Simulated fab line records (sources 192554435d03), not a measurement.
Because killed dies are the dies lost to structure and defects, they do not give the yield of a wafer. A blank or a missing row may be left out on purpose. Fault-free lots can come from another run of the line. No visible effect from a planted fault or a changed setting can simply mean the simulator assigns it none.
fab line records ; flow n5_finfet ; part 1 of 2: steps 1 to 4 of 6
[record] lots = 22; wafers = 66; last_day = 17
route steps=1938 shown BEOL_M9@1424 BEOL_M10@1488
lots that met no fault: from a run of the same line without faults
start_h: hours from the record's first day to the start of the lot's first wafer shown ; wait_h: time in hours since the lot's previous step ; " identical to the entry in the row above ; L1.1+2: one row covering several wafers at once ; - no value, or no start given ; * or withheld: withheld ; < > ~ a bound
route shown NAME@n: NAME is a module with steps in the file, n the number in the route of the first one ; usual: mean/standard deviation taken from wafers without a fault ; same: alike in all rows ; chamber/n: place in a boat ; sites: each site's reading ; _std_site: standard deviation across them ; _edge_site: outer sites' mean less inner sites' ; radius_mm: how far each site lies from the wafer's centre ; mask NAME#n: copy n ; behind: the last tool/chamber to shape the wafer ; hold: reason for holding the lot/hours on hold/outcome of the hold ; device: the transistor (n, p or np) that didn't switch ; end of line: the route-end tests of the same wafers ; a step given without rows: its recipe and nothing more ; killed: dies that structure and defects cost at the first sort, which is not the same as the wafer's yield ; map: per-die view of a wafer (x killed, . not killed, _ where there is no die)
set.NAME: the setting that was run; set.NAME@STEP: the one run at that earlier step ; model.NAME: the simulator's own value behind a step, which no gauge read
steps of the route over a sample of lots; a table a step, a row a wafer
services: from which hour (start_h, from the record's first day; less than 0 if before it) a tool's chamber was out of use, for how many hours, and why
[[steps]]
[step N5_BEOL_M9_CD_MEAS_18]
[recipe] pitch_nm = 140; target_cd_nm = 70
[usual] cd_nm = 69.8/0.52
lot.wafer;tool;chamber;start_h;wait_h;cd_nm
L074.1;cd_sem-03;-;228.12;0.0;69.5
L074.3;cd_sem-03;-;228.12;0.0;70.8
L074.6;cd_sem-03;-;228.12;0.0;70.4
L076.1;cd_sem-03;-;233.15;0.0;69.2
L076.4;cd_sem-03;-;233.15;0.0;69.6
L076.6;cd_sem-03;-;233.15;0.0;69.4
L075.1;cd_sem-01;-;235.64;0.0;69.5
L075.3;cd_sem-01;-;235.64;0.0;69.7
L075.4;cd_sem-01;-;235.64;0.0;69.4
L079.3;cd_sem-03;-;240.57;0.1;70.0
L079.5;cd_sem-03;-;240.57;0.1;70.8
L079.6;cd_sem-03;-;240.57;0.1;70.2
L078.2;cd_sem-01;-;249.88;0.1;69.0
L078.3;cd_sem-01;-;249.88;0.1;70.5
L078.6;cd_sem-01;-;249.88;0.1;68.9
L081.3;cd_sem-02;-;263.03;0.1;70.1
L081.4;cd_sem-02;-;263.03;0.1;70.2
L081.5;cd_sem-02;-;263.03;0.1;69.7
L082.2;cd_sem-03;-;263.47;0.1;70.2
L082.4;cd_sem-03;-;263.47;0.1;69.2
L082.5;cd_sem-03;-;263.47;0.1;70.2
L077.2;cd_sem-03;-;273.09;0.1;70.4
L077.5;cd_sem-03;-;273.09;0.1;69.9
L077.6;cd_sem-03;-;273.09;0.1;69.4
L080.2;cd_sem-01;-;273.25;0.1;70.2
L080.3;cd_sem-01;-;273.25;0.1;68.9
L080.4;cd_sem-01;-;273.25;0.1;69.5
L083.1;cd_sem-02;-;284.43;0.0;70.2
L083.2;cd_sem-02;-;284.43;0.0;69.7
L083.4;cd_sem-02;-;284.43;0.0;69.9
L085.1;cd_sem-02;-;294.60;0.0;70.1
L085.3;cd_sem-02;-;294.60;0.0;69.6
L085.4;cd_sem-02;-;294.60;0.0;70.0
L086.1;cd_sem-02;-;298.85;0.0;69.4
L086.2;cd_sem-02;-;298.85;0.0;69.5
L086.4;cd_sem-02;-;298.85;0.0;69.6
L088.1;cd_sem-03;-;300.01;0.0;69.2
L088.3;cd_sem-03;-;300.01;0.0;69.7
L088.4;cd_sem-03;-;300.01;0.0;69.8
L087.2;cd_sem-01;-;305.73;0.1;69.5
L087.4;cd_sem-01;-;305.73;0.1;70.2
L087.6;cd_sem-01;-;305.73;0.1;69.6
L089.1;cd_sem-03;-;322.57;0.0;70.1
L089.3;cd_sem-03;-;322.57;0.0;69.4
L089.6;cd_sem-03;-;322.57;0.0;68.7
L091.1;cd_sem-03;-;332.00;0.0;68.6
L091.4;cd_sem-03;-;332.00;0.0;69.5
L091.6;cd_sem-03;-;332.00;0.0;68.7
L092.1;cd_sem-03;-;335.79;0.0;70.5
L092.4;cd_sem-03;-;335.79;0.0;69.4
L092.5;cd_sem-03;-;335.79;0.0;70.7
L094.1;cd_sem-02;-;344.75;0.0;70.3
L094.2;cd_sem-02;-;344.75;0.0;70.3
L094.5;cd_sem-02;-;344.75;0.0;69.9
L095.2;cd_sem-01;-;345.02;0.1;70.0
L095.3;cd_sem-01;-;345.02;0.1;69.4
L095.4;cd_sem-01;-;345.02;0.1;68.9
L093.3;cd_sem-03;-;345.06;0.1;70.2
L093.4;cd_sem-03;-;345.06;0.1;70.3
L093.5;cd_sem-03;-;345.06;0.1;69.9
L096.1;cd_sem-03;-;345.24;0.0;70.2
L096.4;cd_sem-03;-;345.24;0.0;69.7
L096.5;cd_sem-03;-;345.24;0.0;69.1
L097.2;cd_sem-03;-;349.02;0.1;70.1
L097.3;cd_sem-03;-;349.02;0.1;70.1
L097.4;cd_sem-03;-;349.02;0.1;69.7
[step N5_BEOL_M9_ETCH_66]
[recipe] chemistry = N2/H2; target = SOC; target_depth_a = 800; overetch_a = 160; mask_material = SiARC; temp_c = 40; time_s = 120; ion_energy_ev = 200; pressure_mtorr = 30; source_w = 840; bias_w = 150; n2_flow_sccm = 200; h2_flow_sccm = 200
[usual] chamber_pressure_mTorr = 30.003/0.029; drypump_motor_current_A = 5.8/0.42; oes_product_au = 0.60/0.06; rf_vpp_V = 523.1/1.9; showerhead_plenum_p_Torr = 2.50/0.065; throttle_valve_pct = 17.85/0.29
lot.wafer;tool;chamber;start_h;wait_h;chamber_pressure_mTorr;drypump_motor_current_A;oes_product_au;rf_hours_counter_h;rf_vpp_V;showerhead_plenum_p_Torr;throttle_valve_pct
L074.1;rie_diel-06;0;229.02;0.0;29.990;5.6;0.70;9;524.1;2.48;17.67
L074.3;rie_diel-06;2;229.02;0.0;30.004;6.2;0.55;203;522.3;2.50;18.11
L074.6;rie_diel-06;3;229.02;0.0;29.981;5.3;0.55;-;525.8;2.62;18.12
L076.1;rie_diel-01;2;234.29;0.0;30.028;5.9;0.58;176;522.8;2.55;18.11
L076.4;rie_diel-01;0;234.29;0.0;29.963;6.4;0.69;-;522.1;2.48;17.32
L076.6;rie_diel-01;2;234.29;0.0;30.004;5.9;0.58;-;521.9;2.55;18.09
L075.1;rie_diel-06;1;236.40;0.0;29.983;5.5;0.56;179;525.2;2.54;17.45
L075.3;rie_diel-06;2;236.40;0.0;29.988;6.2;0.55;206;525.0;2.50;18.12
L075.4;rie_diel-06;3;236.40;0.0;30.002;5.3;0.55;220;525.7;2.62;18.12
L079.3;rie_diel-01;0;243.10;0.0;30.024;6.3;0.70;24;521.8;2.47;17.32
L079.5;rie_diel-01;1;243.10;0.0;30.005;5.5;0.56;-;520.7;2.41;17.54
L079.6;rie_diel-01;2;243.10;0.0;30.056;5.9;0.59;-;524.2;2.55;18.10
L078.2;rie_diel-06;3;252.85;0.0;29.972;5.2;0.54;225;525.1;2.62;18.12
L078.3;rie_diel-06;0;252.85;0.0;29.993;5.6;0.68;17;523.1;2.47;17.68
L078.6;rie_diel-06;3;252.85;0.0;30.000;5.3;0.54;-;527.0;2.62;18.14
L081.3;rie_diel-01;2;265.83;0.0;30.005;5.9;0.58;186;524.9;2.54;18.13
L081.4;rie_diel-01;0;265.83;0.0;29.962;6.4;0.68;32;522.5;2.47;17.33
L081.5;rie_diel-01;0;265.83;0.0;29.962;6.4;0.68;-;522.2;2.47;17.33
L082.2;rie_diel-02;3;265.87;0.0;30.078;6.3;0.61;101;525.2;2.56;17.97
L082.4;rie_diel-02;0;265.87;0.0;30.014;5.0;0.64;69;519.7;2.46;17.73
L082.5;rie_diel-02;1;265.87;0.0;30.033;5.8;0.72;-;522.5;2.50;18.10
L077.2;rie_diel-02;0;275.44;0.0;29.966;5.0;0.63;73;520.8;2.46;17.75
L077.5;rie_diel-02;3;275.44;0.0;30.016;6.3;0.61;-;525.4;2.56;17.96
L077.6;rie_diel-02;2;275.44;0.0;29.998;6.0;0.54;-;526.7;2.62;18.06
L080.2;rie_diel-01;0;275.75;0.0;29.963;6.4;0.68;35;522.6;2.47;17.36
L080.3;rie_diel-01;2;275.75;0.0;30.039;5.9;0.57;189;523.0;2.54;18.12
L080.4;rie_diel-01;3;275.75;0.0;30.031;6.2;0.57;173;521.9;2.42;17.71
L083.1;rie_diel-02;2;286.02;0.0;30.049;6.0;0.54;200;525.3;2.62;18.06
L083.2;rie_diel-02;0;286.02;0.0;30.029;5.0;0.64;77;520.0;2.46;17.75
L083.4;rie_diel-02;1;286.02;0.0;29.998;5.8;0.72;-;521.9;2.49;18.10
L085.1;rie_diel-01;2;295.93;0.0;30.028;5.9;0.57;196;522.5;2.54;18.14
L085.3;rie_diel-01;1;295.93;0.0;30.030;5.4;0.55;207;522.7;2.41;17.59
L085.4;rie_diel-01;3;295.93;0.0;30.007;6.2;0.56;180;521.6;2.42;17.73
L086.1;rie_diel-01;1;299.79;0.0;29.975;5.4;0.55;209;520.0;2.40;17.59
L086.2;rie_diel-01;2;299.79;0.0;29.998;5.9;0.57;197;523.9;2.54;18.13
L086.4;rie_diel-01;0;299.79;0.0;30.028;6.3;0.66;43;522.3;2.47;17.37
L088.1;rie_diel-01;0;302.03;0.0;29.947;6.3;0.66;44;523.4;2.47;17.35
L088.3;rie_diel-01;3;302.03;0.0;29.989;6.2;0.57;183;519.1;2.42;17.74
L088.4;rie_diel-01;2;302.03;0.0;30.026;5.9;0.58;198;525.2;2.54;18.14
L087.2;rie_diel-02;0;307.60;0.0;30.037;5.0;0.62;85;522.3;2.46;17.75
L087.4;rie_diel-02;1;307.60;0.0;29.997;5.8;0.70;27;522.8;2.49;18.15
L087.6;rie_diel-02;1;307.60;0.0;30.009;5.8;0.71;-;521.9;2.49;18.12
L089.1;rie_diel-06;0;324.92;0.0;29.990;5.6;0.66;32;523.9;2.47;17.71
L089.3;rie_diel-06;1;324.92;0.0;30.020;5.5;0.55;200;522.6;2.53;17.50
L089.6;rie_diel-06;2;324.92;0.0;30.000;6.2;0.53;-;523.0;2.50;18.16
L091.1;rie_diel-06;1;334.48;0.0;29.964;5.5;0.55;203;523.9;2.53;17.50
L091.4;rie_diel-06;0;334.48;0.0;30.014;5.6;0.66;35;520.7;2.47;17.73
L091.6;rie_diel-06;2;334.48;0.0;30.007;6.2;0.53;-;523.1;2.49;18.16
L092.1;rie_diel-02;0;336.43;0.0;29.943;5.0;0.62;95;522.5;2.45;17.78
L092.4;rie_diel-02;3;336.43;0.0;29.994;6.3;0.59;123;524.8;2.55;17.99
L092.5;rie_diel-02;1;336.43;0.0;29.983;5.8;0.69;-;522.6;2.49;18.14
L094.1;rie_diel-02;1;345.43;0.0;29.982;5.8;0.69;42;521.9;2.48;18.15
L094.2;rie_diel-02;0;345.43;0.0;30.009;5.0;0.61;97;520.7;2.45;17.77
L094.5;rie_diel-02;2;345.43;0.0;30.000;6.0;0.53;-;526.7;2.61;18.13
L093.3;rie_diel-01;1;345.88;0.0;29.956;5.5;0.54;227;520.1;2.40;17.62
L093.4;rie_diel-01;2;345.88;0.0;29.957;5.9;0.56;212;524.0;2.53;18.15
L093.5;rie_diel-01;3;345.88;0.0;30.032;6.2;0.56;-;521.9;2.42;17.76
L095.2;rie_diel-06;3;346.04;0.0;29.976;5.2;0.53;248;525.9;2.61;18.18
L095.3;rie_diel-06;1;346.04;0.0;29.993;5.5;0.54;208;523.8;2.53;17.50
L095.4;rie_diel-06;0;346.04;0.0;29.980;5.6;0.64;40;523.5;2.47;17.71
L096.1;rie_diel-02;1;346.45;0.0;30.014;5.8;0.69;43;522.6;2.48;18.17
L096.4;rie_diel-02;2;346.45;0.0;30.015;6.1;0.53;225;526.5;2.61;18.10
L096.5;rie_diel-02;1;346.45;0.0;29.981;5.8;0.69;-;522.8;2.48;18.14
L097.2;rie_diel-01;0;350.26;0.0;30.039;6.4;0.65;63;523.1;2.46;17.39
L097.3;rie_diel-01;3;350.26;0.0;30.045;6.2;0.56;197;520.4;2.41;17.75
L097.4;rie_diel-01;3;350.26;0.0;30.011;6.2;0.55;-;521.1;2.41;17.76
[step N5_BEOL_M9_STRIP_80]
[recipe] chemistry = N2/H2; time_s = 10; power_w = 450; temp_c = 40; pressure_mtorr = 20; rf_frequency_hz = 6e+07; bias_power_w = 7; n2_flow_sccm = 200; h2_flow_sccm = 200
[usual] chamber_pressure_mTorr = 20.000/0.018; drypump_motor_current_A = 5.8/0.42; oes_product_au = 0.78/0.086; rf_vpp_V = 59.1/0.83; showerhead_plenum_p_Torr = 2.50/0.065; throttle_valve_pct = 23.7/0.37
lot.wafer;tool;chamber;start_h;wait_h;chamber_pressure_mTorr;drypump_motor_current_A;oes_product_au;rf_hours_counter_h;rf_vpp_V;showerhead_plenum_p_Torr;throttle_valve_pct
L074.1;rie_diel-06;0;-;-;19.980;5.6;0.93;10;57.2;2.47;23.5
L074.3;rie_diel-06;2;-;-;20.024;6.2;0.72;204;58.7;2.50;23.9
L074.6;rie_diel-06;3;-;-;20.034;5.3;0.72;-;60.2;2.62;24.0
L076.1;rie_diel-01;2;-;-;20.018;5.9;0.77;176;59.0;2.54;24.1
L076.4;rie_diel-01;0;-;-;19.979;6.3;0.92;-;60.4;2.47;23.1
L076.6;rie_diel-01;2;-;-;20.011;5.9;0.77;-;60.6;2.54;24.1
L075.1;rie_diel-06;1;-;-;19.984;5.5;0.72;180;59.5;2.53;23.1
L075.3;rie_diel-06;2;-;-;20.003;6.2;0.71;207;58.8;2.50;23.9
L075.4;rie_diel-06;3;-;-;19.997;5.2;0.71;221;60.2;2.62;24.0
L079.3;rie_diel-01;0;-;-;19.994;6.4;0.91;24;58.8;2.47;23.1
L079.5;rie_diel-01;1;-;-;19.995;5.5;0.73;-;58.7;2.41;23.2
L079.6;rie_diel-01;2;-;-;19.993;5.8;0.75;-;58.5;2.54;24.1
L078.2;rie_diel-06;3;-;-;20.007;5.3;0.70;226;59.2;2.61;24.0
L078.3;rie_diel-06;0;-;-;20.017;5.6;0.89;17;59.9;2.47;23.5
L078.6;rie_diel-06;3;-;-;19.993;5.2;0.70;-;59.1;2.61;24.0
L081.3;rie_diel-01;2;-;-;19.949;5.9;0.76;186;58.7;2.54;24.1
L081.4;rie_diel-01;0;-;-;19.986;6.4;0.90;32;58.2;2.47;23.1
L081.5;rie_diel-01;0;-;-;20.018;6.3;0.89;-;59.5;2.47;23.1
L082.2;rie_diel-02;3;-;-;20.036;6.3;0.81;101;60.2;2.56;23.9
L082.4;rie_diel-02;0;-;-;19.985;5.0;0.83;70;59.4;2.46;23.6
L082.5;rie_diel-02;1;-;-;19.993;5.8;0.97;-;59.7;2.49;24.1
L077.2;rie_diel-02;0;-;-;20.004;5.0;0.83;73;59.8;2.46;23.6
L077.5;rie_diel-02;3;-;-;20.005;6.3;0.80;-;59.7;2.55;23.9
L077.6;rie_diel-02;2;-;-;20.000;6.0;0.70;-;60.0;2.62;23.7
L080.2;rie_diel-01;0;-;-;20.008;6.3;0.90;35;58.0;2.47;23.1
L080.3;rie_diel-01;2;-;-;20.016;5.8;0.75;189;57.3;2.54;24.1
L080.4;rie_diel-01;3;-;-;19.995;6.2;0.74;174;57.8;2.42;23.4
L083.1;rie_diel-02;2;-;-;20.032;6.0;0.69;200;59.6;2.62;23.7
L083.2;rie_diel-02;0;-;-;20.000;5.0;0.82;77;59.1;2.46;23.6
L083.4;rie_diel-02;1;-;-;19.999;5.8;0.95;-;58.8;2.49;24.1
L085.1;rie_diel-01;2;-;-;19.986;5.9;0.74;196;59.8;2.54;24.1
L085.3;rie_diel-01;1;-;-;20.013;5.5;0.71;207;59.4;2.40;23.2
L085.4;rie_diel-01;3;-;-;19.974;6.2;0.73;180;57.6;2.42;23.4
L086.1;rie_diel-01;1;-;-;19.999;5.5;0.72;209;58.4;2.40;23.2
L086.2;rie_diel-01;2;-;-;20.014;5.9;0.74;197;59.7;2.53;24.1
L086.4;rie_diel-01;0;-;-;20.027;6.4;0.88;44;58.6;2.46;23.1
L088.1;rie_diel-01;0;-;-;20.013;6.3;0.88;44;57.3;2.46;23.1
L088.3;rie_diel-01;3;-;-;19.980;6.2;0.72;183;57.8;2.42;23.4
L088.4;rie_diel-01;2;-;-;19.993;5.9;0.75;198;59.3;2.53;24.1
L087.2;rie_diel-02;0;-;-;20.004;5.0;0.82;85;58.5;2.45;23.7
L087.4;rie_diel-02;1;-;-;19.996;5.8;0.94;28;57.8;2.49;24.1
L087.6;rie_diel-02;1;-;-;20.003;5.8;0.94;-;59.5;2.49;24.1
L089.1;rie_diel-06;0;-;-;19.984;5.7;0.88;32;59.5;2.46;23.5
L089.3;rie_diel-06;1;-;-;20.006;5.5;0.71;200;60.5;2.53;23.2
L089.6;rie_diel-06;2;-;-;19.997;6.2;0.70;-;58.3;2.49;23.9
L091.1;rie_diel-06;1;-;-;20.006;5.5;0.71;203;59.1;2.53;23.2
L091.4;rie_diel-06;0;-;-;19.996;5.6;0.87;35;58.5;2.46;23.5
L091.6;rie_diel-06;2;-;-;19.991;6.2;0.69;-;58.1;2.49;24.0
L092.1;rie_diel-02;0;-;-;20.021;5.0;0.81;95;58.2;2.45;23.7
L092.4;rie_diel-02;3;-;-;19.987;6.3;0.78;123;59.7;2.55;23.9
L092.5;rie_diel-02;1;-;-;19.986;5.8;0.91;-;59.7;2.48;24.2
L094.1;rie_diel-02;1;-;-;20.003;5.8;0.90;43;58.7;2.48;24.2
L094.2;rie_diel-02;0;-;-;20.021;5.0;0.81;97;58.2;2.45;23.7
L094.5;rie_diel-02;2;-;-;20.013;6.0;0.68;-;58.8;2.60;23.8
L093.3;rie_diel-01;1;-;-;19.995;5.5;0.70;227;59.8;2.39;23.2
L093.4;rie_diel-01;2;-;-;20.001;5.8;0.73;212;56.8;2.53;24.1
L093.5;rie_diel-01;3;-;-;19.980;6.2;0.71;-;59.8;2.41;23.5
L095.2;rie_diel-06;3;-;-;20.005;5.2;0.69;249;60.3;2.60;24.0
L095.3;rie_diel-06;1;-;-;19.980;5.5;0.70;208;59.6;2.52;23.2
L095.4;rie_diel-06;0;-;-;20.040;5.6;0.86;40;59.2;2.46;23.5
L096.1;rie_diel-02;1;-;-;20.012;5.8;0.90;43;59.9;2.48;24.2
L096.4;rie_diel-02;2;-;-;20.009;6.0;0.67;225;59.2;2.60;23.8
L096.5;rie_diel-02;1;-;-;20.018;5.8;0.89;-;58.3;2.48;24.2
L097.2;rie_diel-01;0;-;-;20.013;6.3;0.86;63;59.1;2.45;23.1
L097.3;rie_diel-01;3;-;-;20.002;6.2;0.72;198;59.9;2.41;23.5
L097.4;rie_diel-01;3;-;-;19.982;6.2;0.72;-;59.9;2.41;23.5
[step N5_BEOL_M9_DEGAS_44]
[recipe] ambient = vacuum; temp_c = 250; time_s = 60
[usual] heater_power_w = 313/31
lot.wafer;tool;chamber;start_h;wait_h;heater_power_w
L074.1;pvd_sputter-02;-;231.73;2.1;271
L074.3;pvd_sputter-02;-;231.73;2.1;299
L074.6;pvd_sputter-02;-;231.73;2.1;303
L076.1;pvd_sputter-01;-;235.74;0.8;357
L076.4;pvd_sputter-01;-;235.74;0.8;312
L076.6;pvd_sputter-01;-;235.74;0.8;314
L075.1;pvd_sputter-02;-;237.31;0.3;344
L075.3;pvd_sputter-02;-;237.31;0.3;297
L075.4;pvd_sputter-02;-;237.31;0.3;377
L079.3;pvd_sputter-03;-;244.37;0.6;306
L079.5;pvd_sputter-03;-;244.37;0.6;311
L079.6;pvd_sputter-03;-;244.37;0.6;301
L078.2;pvd_sputter-02;-;254.31;0.8;379
L078.3;pvd_sputter-02;-;254.31;0.8;312
L078.6;pvd_sputter-02;-;254.31;0.8;271
L081.3;pvd_sputter-03;-;266.81;0.2;289
L081.4;pvd_sputter-03;-;266.81;0.2;305
L081.5;pvd_sputter-03;-;266.81;0.2;293
L082.2;pvd_sputter-03;-;266.89;0.3;309
L082.4;pvd_sputter-03;-;266.89;0.3;308
L082.5;pvd_sputter-03;-;266.89;0.3;299
L077.2;pvd_sputter-01;-;276.75;0.6;314
L077.5;pvd_sputter-01;-;276.75;0.6;313
L077.6;pvd_sputter-01;-;276.75;0.6;295
L080.2;pvd_sputter-02;-;276.82;0.4;385
L080.3;pvd_sputter-02;-;276.82;0.4;272
L080.4;pvd_sputter-02;-;276.82;0.4;335
L083.1;pvd_sputter-02;-;287.11;0.5;299
L083.2;pvd_sputter-02;-;287.11;0.5;266
L083.4;pvd_sputter-02;-;287.11;0.5;378
L085.1;pvd_sputter-02;-;298.15;1.6;272
L085.3;pvd_sputter-02;-;298.15;1.6;302
L085.4;pvd_sputter-02;-;298.15;1.6;334
L086.1;pvd_sputter-02;-;301.74;1.3;309
L086.2;pvd_sputter-02;-;301.74;1.3;272
L086.4;pvd_sputter-02;-;301.74;1.3;371
L088.1;pvd_sputter-02;-;303.10;0.4;374
L088.3;pvd_sputter-02;-;303.10;0.4;331
L088.4;pvd_sputter-02;-;303.10;0.4;305
L087.2;pvd_sputter-01;-;309.83;1.6;290
L087.4;pvd_sputter-01;-;309.83;1.6;312
L087.6;pvd_sputter-01;-;309.83;1.6;357
L089.1;pvd_sputter-03;-;326.82;1.3;298
L089.3;pvd_sputter-03;-;326.82;1.3;302
L089.6;pvd_sputter-03;-;326.82;1.3;298
L091.1;pvd_sputter-03;-;335.71;0.6;300
L091.4;pvd_sputter-03;-;335.71;0.6;309
L091.6;pvd_sputter-03;-;335.71;0.6;298
L092.1;pvd_sputter-03;-;337.37;0.3;300
L092.4;pvd_sputter-03;-;337.37;0.3;293
L092.5;pvd_sputter-03;-;337.37;0.3;308
L094.1;pvd_sputter-03;-;346.47;0.4;292
L094.2;pvd_sputter-03;-;346.47;0.4;293
L094.5;pvd_sputter-03;-;346.47;0.4;294
L093.3;pvd_sputter-03;-;346.91;0.2;306
L093.4;pvd_sputter-03;-;346.91;0.2;305
L093.5;pvd_sputter-03;-;346.91;0.2;300
L095.2;pvd_sputter-03;-;347.25;0.3;305
L095.3;pvd_sputter-03;-;347.25;0.3;303
L095.4;pvd_sputter-03;-;347.25;0.3;299
L096.1;pvd_sputter-03;-;347.61;0.4;306
L096.4;pvd_sputter-03;-;347.61;0.4;308
L096.5;pvd_sputter-03;-;347.61;0.4;301
L097.2;pvd_sputter-03;-;351.52;0.6;311
L097.3;pvd_sputter-03;-;351.52;0.6;301
L097.4;pvd_sputter-03;-;351.52;0.6;302
